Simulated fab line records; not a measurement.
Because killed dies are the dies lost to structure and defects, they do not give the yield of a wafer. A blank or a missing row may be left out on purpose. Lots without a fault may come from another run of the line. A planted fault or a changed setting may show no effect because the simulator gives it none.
fab line records -- flow n5-finfet
record lots=6, wafers=18, last-day=19
route steps=1938 shown GATE_CUT@507 MOL_CONTACT_COAG@517 PASSIVATION@1936
lots untouched by any fault: they come from a run of this same line in which no faults occurred
start-h: start of the lot's first displayed wafer, in hours after the record's first day -- wait-h: how many hours have passed since the lot's step before this one -- " the same as in the row above -- L1.1+2: one row covering several wafers at once -- - either no value or no given start -- * or withheld: withheld -- < > ~ a bound
route shown NAME@n: a module of which the file shows steps, and the number in the route of the first -- usual: mean and standard deviation over wafers with no fault -- same: alike in all rows -- chamber/n: place in a boat -- sites: readings site by site -- _std_site: their standard deviation -- _edge_site: mean of outer sites minus mean of inner sites -- radius-mm: how far each site lies from the wafer's centre -- mask NAME#n: copy n -- behind: the most recent tool/chamber to have shaped the wafer -- hold: reason for holding the lot/hours on hold/outcome of the hold -- device: the n, p or np transistor that did not switch -- end of line: tests of these same wafers at the route's end -- a step without rows: its recipe alone -- killed: count of dies lost to structure and defects at first sort (not the wafer's yield) -- map: a wafer's dies, x killed, . not, _ none there
set.NAME: the setting the step ran with; set.NAME@STEP: the setting that earlier step ran with -- model.NAME: the simulator's own value behind a step, which no gauge read
lots at some steps of the route; a table a step, a row a wafer
services: from which hour (start-h, from the record's first day; less than 0 if before it) a tool's chamber was out of use, for how many hours, and why
## steps
# step N5_GATE_CUT_STRIP_21
# recipe chemistry=N2/H2, time-s=30, power-w=1000, temp-c=250, pressure-mtorr=withheld, n2-flow-sccm=1750, h2-flow-sccm=3250
# usual drypump-motor-current-A=5.7/0.41, heater-power-w=350/31
lot.wafer,tool,chamber,start-h,wait-h,drypump-motor-current-A,heater-power-w,rf-hours-counter-h
L607.3,plasma-asher-01,1,134.96,0.1,5.3,307,-
L607.4,plasma-asher-01,0,134.96,0.1,5.5,354,-
L607.6,plasma-asher-01,0,134.96,0.1,5.5,362,-
L608.2,plasma-asher-02,1,138.69,0.0,5.7,365,100
L608.3,plasma-asher-02,1,138.69,0.0,5.7,354,-
L608.5,plasma-asher-02,1,138.69,0.0,5.7,364,-
L610.1,plasma-asher-02,1,150.49,0.0,5.7,366,101
L610.3,plasma-asher-02,0,150.49,0.0,6.4,388,-
L610.6,plasma-asher-02,0,150.49,0.0,6.4,390,-
L611.3,plasma-asher-01,0,161.09,0.1,5.5,368,-
L611.4,plasma-asher-01,1,161.09,0.1,5.3,304,-
L611.5,plasma-asher-01,1,161.09,0.1,5.3,302,-
L621.1,plasma-asher-01,1,219.09,0.1,5.3,300,63
L621.3,plasma-asher-01,0,219.09,0.1,5.5,358,-
L621.4,plasma-asher-01,1,219.09,0.1,5.3,304,-
L622.2,plasma-asher-02,0,225.57,0.0,6.4,375,117
L622.4,plasma-asher-02,0,225.57,0.0,6.4,374,-
L622.5,plasma-asher-02,0,225.57,0.0,6.5,378,-
# step N5_GATE_CUT_STRIP_29
# recipe chemistry=post-etch-residue-remover, time-s=60, temp-c=25, remover-ph=withheld, remover-water-wt-pct=withheld, remover-fluoride-wt-pct=withheld
# step N5_GATE_CUT_SRD_52
# recipe dry=ipa-marangoni, time-s=30, temp-c=23, rinse-liquid=diw
# step N5_GATE_CUT_ALD_22
# recipe material=SiNx, target-thk-a=160, temp-c=400, ald-precursor-family=SiH2I2, ald-co-reactant=N2/H2-plasma, pulse-time-s=1, ald-cycles=320, purge-time-s=2, co-reactant-purge-time-s=2, pressure-torr=2
# usual heater-power-w=875/75, precursor-pulse-height-rel=1.001/0.018
lot.wafer,tool,chamber,start-h,wait-h,heater-power-w,precursor-pulse-height-rel
L607.3,ald-sin-01,1,135.09,0.0,850,0.987
L607.4,ald-sin-01,2,135.09,0.0,851,1.010
L607.6,ald-sin-01,2,135.09,0.0,835,1.009
L608.2,ald-sin-04,1,138.85,0.0,959,0.992
L608.3,ald-sin-04,0,138.85,0.0,993,1.006
L608.5,ald-sin-04,3,138.85,0.0,718,1.018
L610.1,ald-sin-04,2,150.65,0.0,938,0.985
L610.3,ald-sin-04,0,150.65,0.0,972,1.023
L610.6,ald-sin-04,3,150.65,0.0,720,1.046
L611.3,ald-sin-01,1,161.23,0.0,827,1.004
L611.4,ald-sin-01,0,161.23,0.0,900,0.992
L611.5,ald-sin-01,0,161.23,0.0,842,0.999
L621.1,ald-sin-02,1,219.26,0.0,914,0.982
L621.3,ald-sin-02,2,219.26,0.0,895,1.005
L621.4,ald-sin-02,3,219.26,0.0,860,1.007
L622.2,ald-sin-02,1,225.73,0.0,908,1.002
L622.4,ald-sin-02,1,225.73,0.0,881,0.991
L622.5,ald-sin-02,0,225.73,0.0,837,0.999
# step N5_GATE_CUT_CMP_23
# recipe stop-on=SiO2, t-overpolish-s=23.4, post-cmp-clean=alkaline-brush, down-force-psi=2.5, platen-rpm=51.8, pad-velocity-m-s=1.0307, target-thk-nm=16
# usual motor-current-A=9.1/0.98, overpolish-run-s=23.401/0.009, time-to-endpoint-s=19.3/2.7
lot.wafer,tool,chamber,start-h,wait-h,motor-current-A,overpolish-run-s,time-to-endpoint-s
L607.4,cmp-04,3,136.62,0.8,7.2,23.399,16.2
L607.3,cmp-04,0,136.62,0.8,7.1,23.419,14.9
L607.6,cmp-04,2,136.62,0.8,9.4,23.419,15.8
L608.2,cmp-01,3,140.34,0.8,9.7,23.391,18.6
L608.3,cmp-01,1,140.34,0.8,8.7,23.393,14.0
L608.5,cmp-01,0,140.34,0.8,9.8,23.417,16.2
L610.3,cmp-01,1,152.18,0.8,8.7,23.398,16.1
L610.1,cmp-01,3,152.18,0.8,9.8,23.407,18.0
L610.6,cmp-01,0,152.18,0.8,9.5,23.387,17.1
L611.4,cmp-02,1,162.79,0.8,8.8,23.398,23.2
L611.3,cmp-02,2,162.79,0.8,9.2,23.406,23.4
L611.5,cmp-02,3,162.79,0.8,10.5,23.385,19.1
L621.1,cmp-01,1,220.75,0.8,8.9,23.411,18.4
L621.3,cmp-01,2,220.75,0.8,10.2,23.409,20.8
L621.4,cmp-01,3,220.75,0.8,9.2,23.394,18.5
L622.2,cmp-04,3,227.95,1.5,7.2,23.406,20.5
L622.4,cmp-04,0,227.95,1.5,7.1,23.409,20.6
L622.5,cmp-04,3,227.95,1.5,6.6,23.401,19.4
# step N5_GATE_CUT_THK_MEAS_24
# recipe reads=SiO2_of_GATE_CUT_HM_DEP_46+SiO2_flowable_of_ILD0_FCVD_FILL_01
# usual GC_FILL_THK=219.9/1.8
lot.wafer,tool,chamber,start-h,wait-h,GC_FILL_THK[nm]
L607.3,film-metro-01,-,136.87,-,218.9
L607.4,film-metro-01,-,136.87,-,222.1
L607.6,film-metro-01,-,136.87,-,221.7
L608.2,film-metro-01,-,140.63,-,221.0
L608.3,film-metro-01,-,140.63,-,219.2
L608.5,film-metro-01,-,140.63,-,221.0
L610.1,film-metro-01,-,152.44,-,218.4
L610.3,film-metro-01,-,152.44,-,219.7
L610.6,film-metro-01,-,152.44,-,221.0
L611.3,film-metro-01,-,163.01,-,216.4
L611.4,film-metro-01,-,163.01,-,219.8
L611.5,film-metro-01,-,163.01,-,219.6
L621.1,film-metro-02,-,221.04,-,216.9
L621.3,film-metro-02,-,221.04,-,219.2
L621.4,film-metro-02,-,221.04,-,223.0
L622.2,film-metro-01,-,228.24,-,218.9
L622.4,film-metro-01,-,228.24,-,221.3
L622.5,film-metro-01,-,228.24,-,220.3
# step N5_GATE_CUT_CMP_43
# recipe material=SiO2, post-cmp-clean=rinse-only
# usual motor-current-A=11.9/1.5
lot.wafer,tool,chamber,start-h,wait-h,motor-current-A
L607.4,cmp-02,3,136.90,0.0,14.2
L607.3,cmp-02,2,136.90,0.0,12.3
L607.6,cmp-02,3,136.90,0.0,13.7
L608.3,cmp-02,0,140.66,0.0,13.1
L608.2,cmp-02,1,140.66,0.0,11.9
L608.5,cmp-02,1,140.66,0.0,11.7
L610.1,cmp-02,0,152.47,0.0,13.2
L610.3,cmp-02,1,152.47,0.0,12.1
L610.6,cmp-02,0,152.47,0.0,13.4
L611.3,cmp-04,0,163.12,0.1,9.5
L611.4,cmp-04,2,163.12,0.1,12.6
L611.5,cmp-04,0,163.12,0.1,9.0
L621.1,cmp-02,1,221.07,0.0,12.2
L621.3,cmp-02,2,221.07,0.0,12.0
L621.4,cmp-02,3,221.07,0.0,13.3
L622.4,cmp-04,1,228.43,0.2,12.6
L622.2,cmp-04,2,228.43,0.2,12.6
L622.5,cmp-04,0,228.43,0.2,10.3
# step N5_GATE_CUT_CMP_61
# recipe stop-on=SiNx, t-overpolish-s=3, post-cmp-clean=alkaline-brush, down-force-psi=4, platen-rpm=27.09, pad-velocity-m-s=0.539
# usual motor-current-A=11.9/1.5
lot.wafer,tool,chamber,start-h,wait-h,motor-current-A
L607.4,cmp-02,3,137.38,0.4,13.2
L607.3,cmp-02,2,137.38,0.4,12.0
L607.6,cmp-02,3,137.38,0.4,13.4
L608.3,cmp-02,0,141.14,0.4,13.2
L608.2,cmp-02,1,141.14,0.4,11.9
L608.5,cmp-02,1,141.14,0.4,11.2
L610.1,cmp-02,0,152.95,0.4,13.0
L610.3,cmp-02,1,152.95,0.4,11.2
L610.6,cmp-02,0,152.95,0.4,13.4
L611.3,cmp-04,0,163.55,0.3,9.1
L611.4,cmp-04,2,163.55,0.3,12.0
L611.5,cmp-04,0,163.55,0.3,10.4
L621.1,cmp-02,1,221.55,0.4,11.8
L621.3,cmp-02,2,221.55,0.4,12.4
L621.4,cmp-02,3,221.55,0.4,13.7
L622.4,cmp-04,1,228.81,0.3,12.2
L622.2,cmp-04,2,228.81,0.3,12.9
L622.5,cmp-04,0,228.81,0.3,9.2
# step N5_GATE_CUT_INSPECT_26
# recipe inspect-instrument=darkfield, mode=post-cmp
# usual raw-defect-count=43/18
lot.wafer,tool,chamber,start-h,wait-h,raw-defect-count
L607.3,defect-inspect-01,-,137.61,0.0,45
L607.4,defect-inspect-01,-,137.61,0.0,44
L607.6,defect-inspect-01,-,137.61,0.0,20
L608.2,defect-inspect-02,-,141.37,0.0,53
L608.3,defect-inspect-02,-,141.37,0.0,39
L608.5,defect-inspect-02,-,141.37,0.0,57
L610.1,defect-inspect-01,-,153.18,0.0,62
L610.3,defect-inspect-01,-,153.18,0.0,49
L610.6,defect-inspect-01,-,153.18,0.0,34
L611.3,defect-inspect-02,-,163.75,0.0,34
L611.4,defect-inspect-02,-,163.75,0.0,28
L611.5,defect-inspect-02,-,163.75,0.0,15
L621.1,defect-inspect-01,-,221.78,0.0,18
L621.3,defect-inspect-01,-,221.78,0.0,22
L621.4,defect-inspect-01,-,221.78,0.0,15
L622.2,defect-inspect-02,-,228.98,0.0,27
L622.4,defect-inspect-02,-,228.98,0.0,41
L622.5,defect-inspect-02,-,228.98,0.0,36
# step N5_MOL_CONTACT_COAG_COAT_103
# recipe resist=SOC, temp-c=250, time-s=60, spin-rpm=1500, resist-thk-nm=80
# step N5_MOL_CONTACT_COAG_COAT_104
# recipe resist=SiARC, temp-c=220, time-s=60, spin-rpm=1500, resist-thk-nm=12
# step N5_MOL_CONTACT_COAG_COAT_58
# recipe resist=underlayer, temp-c=205, time-s=60, spin-rpm=1500, resist-thk-nm=10
# usual heater-power-total-W=391.7/1.3, plate-temp-C=205.03/0.14
lot.wafer,tool,chamber,start-h,wait-h,heater-power-total-W,plate-temp-C
L607.3,litho-track-01,0,137.65,-,392.3,205.16
L607.4,litho-track-01,0,137.65,-,391.3,205.02
L607.6,litho-track-01,0,137.65,-,391.4,205.09
L608.2,litho-track-02,0,141.41,-,393.4,205.10
L608.3,litho-track-02,0,141.41,-,391.7,204.99
L608.5,litho-track-02,0,141.41,-,393.3,205.06
L610.1,litho-track-01,0,153.22,-,385.6,202.59
L610.3,litho-track-01,0,153.22,-,385.3,202.44
L610.6,litho-track-01,0,153.22,-,385.9,202.68
L611.3,litho-track-01,0,163.79,-,384.5,202.61
L611.4,litho-track-01,0,163.79,-,385.6,202.74
L611.5,litho-track-01,0,163.79,-,387.6,202.78
L621.1,litho-track-05,0,221.82,-,391.7,204.93
L621.3,litho-track-05,0,221.82,-,393.8,204.91
L621.4,litho-track-05,0,221.82,-,390.0,204.89
L622.2,litho-track-02,0,229.02,-,390.0,205.04
L622.4,litho-track-02,0,229.02,-,390.5,205.04
L622.5,litho-track-02,0,229.02,-,393.0,204.82
# step N5_MOL_CONTACT_COAG_COAT_02
# recipe resist=CAR-EUV, spin-rpm=1500, resist-thk-nm=30
# step N5_PASSIVATION_PROBE_49
# usual killed_at_M0_to_M3=33/9.9, killed_at_M4_up=14/6.4, killed-at-contacts=12/7, killed-at-front-end=41/13, killed-at-other=3.1/2.9, killed-dies=103/20, killed-open=67/14, killed-short=34/9.4
# same gross-dies=1180, killed-at-back-side=0
lot.wafer,tool,chamber,start-h,wait-h,killed_at_M0_to_M3,killed_at_M4_up,killed-at-contacts,killed-at-front-end,killed-at-other,killed-dies,killed-open,killed-short
L607.3,prober-01,-,305.09,0.1,57,2,8,65,3,135,81,50
L607.4,prober-01,-,305.14,0.2,37,11,8,50,3,109,71,38
L607.6,prober-01,-,305.24,0.3,37,8,8,38,6,97,63,32
L610.1,prober-02,-,317.36,0.0,43,20,5,50,3,121,77,37
L610.3,prober-02,-,317.46,0.1,23,31,8,33,3,98,68,29
L610.6,prober-02,-,317.61,0.3,25,17,13,60,0,115,63,42
L611.3,prober-01,-,345.55,0.1,33,33,15,49,5,135,91,36
L611.4,prober-01,-,345.60,0.2,24,24,19,27,1,95,74,20
L611.5,prober-01,-,345.65,0.2,24,12,14,41,3,94,64,27
L621.1,prober-01,-,437.68,0.0,25,16,10,42,1,94,68,24
L621.3,prober-01,-,437.78,0.1,26,6,17,49,3,101,60,40
L621.4,prober-01,-,437.83,0.2,23,17,8,43,3,94,68,26
L622.2,prober-02,-,461.85,0.1,28,14,9,36,2,89,61,26
L622.4,prober-02,-,461.95,0.2,33,17,10,49,6,115,80,35
L622.5,prober-02,-,462.00,0.2,38,18,2,42,3,103,68,32
# killed by level:class
L607.3 FIN_SAQP:geometric-particle:short=14 BEOL_M3:geometric-particle:open=14 STI_FIN_REVEAL:geometric-particle:open=13 BEOL_M0_SAQP:geometric-particle:short=12 DUMMY_GATE:geometric-particle:open=9 BEOL_M0_SAQP:geometric-particle:open=9 FIN_SAQP:geometric-particle:open=7 MOL_CONTACT_COAG:geometric-particle:open=7
L607.4 STI_FIN_REVEAL:geometric-particle:open=30 BEOL_M3:geometric-particle:open=7 MOL_CONTACT_COAG:geometric-particle:open=7 BEOL_M0_SAQP:geometric-particle:short=7 FIN_SAQP:geometric-particle:short=6 BEOL_M0_SAQP:geometric-particle:open=6 BEOL_M4:geometric-particle:short=6 BEOL_M2:geometric-particle:open=5
L607.6 FIN_SAQP:geometric-particle:short=11 BEOL_M0_SAQP:geometric-particle:open=10 BEOL_M2:geometric-particle:open=10 STI_FIN_REVEAL:geometric-particle:open=8 MOL_CONTACT_COAG:geometric-particle:open=8 FIN_SAQP:geometric-particle:open=7 BEOL_M0_SAQP:geometric-particle:short=7 BEOL_M1:geometric-particle:open=5
L610.1 FIN_SAQP:geometric-particle:open=14 BEOL_M0_SAQP:geometric-particle:short=12 BEOL_M4:geometric-particle:open=11 BEOL_M1:geometric-particle:open=10 FIN_SAQP:geometric-particle:short=7 BEOL_M2:geometric-particle:open=6 HKMG_FIN:area-etch=6 MOL_CONTACT_COAG:geometric-particle:open=5
L610.3 BEOL_M4:geometric-particle:open=21 FIN_SAQP:geometric-particle:open=7 FIN_SAQP:geometric-particle:short=6 BEOL_M0_SAQP:geometric-particle:open=6 BEOL_M2:geometric-particle:open=6 MOL_CONTACT_COAG:geometric-particle:short=5 DUMMY_GATE:geometric-particle:open=4 GATE_CUT:geometric-particle:open=4
L610.6 FIN_SAQP:geometric-particle:short=16 FIN_SAQP:geometric-particle:open=12 BEOL_M4:geometric-particle:open=11 MOL_CONTACT_COAG:geometric-particle:open=10 BEOL_M2:geometric-particle:open=10 HKMG_FIN:area-etch=10 STI_FIN_REVEAL:geometric-particle:open=6 STARTING-WAFER:geometric-particle:short=5
L611.3 BEOL_M4:geometric-particle:open=16 MOL_CONTACT_COAG:geometric-particle:open=13 DUMMY_GATE:geometric-particle:open=12 BEOL_M0_SAQP:geometric-particle:short=9 BEOL_M1:geometric-particle:open=8 STARTING-WAFER:geometric-particle:short=7 BEOL_M0_SAQP:geometric-particle:open=7 BEOL_M2:geometric-particle:open=6
L611.4 MOL_CONTACT_COAG:geometric-particle:open=13 BEOL_M4:geometric-particle:open=11 FIN_SAQP:geometric-particle:open=8 BEOL_M3:geometric-particle:open=7 DUMMY_GATE:geometric-particle:open=6 BEOL_M0_SAQP:geometric-particle:short=6 MOL_CONTACT_COAG:geometric-particle:short=5 BEOL_M5:geometric-particle:open=5
L611.5 FIN_SAQP:geometric-particle:open=13 MOL_CONTACT_COAG:geometric-particle:open=12 BEOL_M2:geometric-particle:open=8 FIN_SAQP:geometric-particle:short=6 BEOL_M0_SAQP:geometric-particle:open=5 BEOL_M4:geometric-particle:open=5 STI_FIN_REVEAL:geometric-particle:open=4 BEOL_M0_SAQP:geometric-particle:short=4
L621.1 FIN_SAQP:geometric-particle:open=16 FIN_SAQP:geometric-particle:short=9 STI_FIN_REVEAL:geometric-particle:open=9 MOL_CONTACT_COAG:geometric-particle:open=8 BEOL_M0_SAQP:geometric-particle:open=8 BEOL_M0_SAQP:geometric-particle:short=7 BEOL_M4:geometric-particle:open=6 BEOL_M2:geometric-particle:open=4
L621.3 MOL_CONTACT_COAG:geometric-particle:open=14 STI_FIN_REVEAL:geometric-particle:open=13 BEOL_M0_SAQP:geometric-particle:short=11 FIN_SAQP:geometric-particle:open=9 FIN_SAQP:geometric-particle:short=8 STARTING-WAFER:geometric-particle:short=5 DUMMY_GATE:geometric-particle:open=3 MOL_CONTACT_COAG:geometric-particle:short=3
L621.4 FIN_SAQP:geometric-particle:open=14 STI_FIN_REVEAL:geometric-particle:open=9 BEOL_M0:geometric-particle:open=6 MOL_CONTACT_COAG:geometric-particle:open=5 BEOL_M0_SAQP:geometric-particle:short=5 GATE_CUT:geometric-particle:short=4 BEOL_M0_SAQP:geometric-particle:open=4 BEOL_M1:geometric-particle:open=4
L622.2 FIN_SAQP:geometric-particle:open=9 FIN_SAQP:geometric-particle:short=7 STI_FIN_REVEAL:geometric-particle:open=7 MOL_CONTACT_COAG:geometric-particle:open=7 BEOL_M1:geometric-particle:open=5 BEOL_M2:geometric-particle:open=5 BEOL_M5:geometric-particle:open=5 BEOL_M2:geometric-particle:short=4
L622.4 FIN_SAQP:geometric-particle:open=16 BEOL_M0_SAQP:geometric-particle:open=9 BEOL_M1:geometric-particle:open=9 MOL_CONTACT_COAG:geometric-particle:open=8 STI_FIN_REVEAL:geometric-particle:open=7 FIN_SAQP:geometric-particle:short=6 BEOL_M0_SAQP:geometric-particle:short=6 DUMMY_GATE:geometric-particle:open=5
L622.5 BEOL_M0_SAQP:geometric-particle:open=13 BEOL_M0_SAQP:geometric-particle:short=10 BEOL_M4:geometric-particle:open=7 STI_FIN_REVEAL:geometric-particle:open=6 BEOL_M3:geometric-particle:open=6 DUMMY_GATE:geometric-particle:open=5 BEOL_M1:geometric-particle:open=5 FIN_SAQP:geometric-particle:short=4
## services
tool,chamber,start-h,hours,kind
plasma-asher-01,-,112.36,0.9,repair
litho-track-01,-,117.70,-,consumable-replace:filter
litho-track-02,-,136.03,-,consumable-replace:filter
ald-sin-02,0,138.03,2.0,repair
plasma-asher-02,-,140.60,4.3,pm
cmp-02,-,154.34,1.1,repair
cmp-02,-,163.53,4.0,pm
cmp-02,-,167.53,-,consumable-replace:conditioner
cmp-02,-,167.53,-,consumable-replace:pad
cmp-01,-,176.83,2.5,repair
cmp-04,-,178.02,4.0,pm
cmp-04,-,182.02,-,consumable-replace:conditioner
cmp-04,-,182.02,-,consumable-replace:pad
cmp-01,-,191.02,2.7,repair
ald-sin-04,2,212.32,4.2,repair
ald-sin-02,2,224.19,2.0,repair
litho-track-01,-,224.48,-,consumable-replace:filter
ald-sin-02,3,225.22,17.1,repair
## key
first-sign step=N5_MOL_CONTACT_COAG_COAT_58, reading=plate-temp-C, direction=down, sigmas=17, usual=*, struck=*
effect step=N5_MOL_CONTACT_COAG_COAT_58, reading=heater-power-total-W, direction=down, sigmas=4.6, usual=*, struck=*
met-at N5_MOL_CONTACT_COAG_COAT_58
struck-wafers L610.1,L610.3,L610.6,L611.3,L611.4,L611.5
tester-left-out L610,L611
baseline-loss step=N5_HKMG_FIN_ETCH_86, wafers=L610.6
onset-between 137.65 153.22
fault kind=process-parameter-drift, tool=litho-track-01, chamber=-, onset-h=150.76, steps=N5_MOL_CONTACT_COAG_COAT_58, channel=temp-c, offset=*, shape=step, end-h=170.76, acts-in=*, stated=*
# tester-left-out: of these lots the tester's yield and bins aren't shown, on N5 and GAA mostly nor the transistor test; their killed dies are dies lost to structure and defects alone, not to doping, threshold or leakage, so they don't give the yield
# baseline-loss: these wafers lose ten dies or more at that step, a loss of the line's own and not of a fault; the sort's usual values leave them out
